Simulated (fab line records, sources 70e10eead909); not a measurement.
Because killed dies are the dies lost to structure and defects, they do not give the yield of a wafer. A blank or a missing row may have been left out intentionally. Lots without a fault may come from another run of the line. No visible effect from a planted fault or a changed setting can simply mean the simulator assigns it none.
Matching of chambers | flow nand-harc | 3 sister chambers for NHARC_P_M0_PRE_CLEAN_31 on pecvd-04
The step time 12 s. 3 wafers are shown with their chamber, then 8 later ones without.

## WAFERS PAIRED WITH THEIR CHAMBERS
wafer  | chamber | heater-power-outer-w (W)
L074.3 | 1       | 298
L082.4 | 2       | 412
L087.1 | 0       | 276

## WAFERS MISSING THEIR CHAMBER
wafer  | heater-power-outer-w (W)
L087.3 | 349
L087.5 | 273
L088.3 | 337
L088.4 | 341
L088.6 | 304
L091.2 | 341
L091.3 | 312
L091.6 | 459

## EACH ONE'S CHAMBER
wafer  | from the rows above          | in truth
L087.3 | can't be placed: 1 or 2 or 0 | 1
L087.5 | can't be placed: 0 or 1      | 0
L088.3 | can't be placed: 1 or 0 or 2 | 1
L088.4 | can't be placed: 1 or 0 or 2 | 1
L088.6 | can't be placed: 1 or 0      | 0
L091.2 | can't be placed: 1 or 0 or 2 | 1
L091.3 | can't be placed: 1 or 0      | 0
L091.6 | 2                            | 2
Correctly placed: 1 of 8. These rows do not allow placing 7 (true chamber among the candidates in 7). Number placed wrongly: 0.
How it was worked out, from the rows above alone: a wafer's distance from a chamber is the root of the sum, over the readings, of the square of ((its reading less the chamber's mean) divided by the reading's scatter). The wafer belongs to the nearest chamber; if the next one is less than 2 further off, it can't be placed. For every chamber, the mean is computed from those of its wafers that are shown. The scatter: root of mean squared gap, hidden wafer to nearest shown wafer, with one shown wafer a chamber.
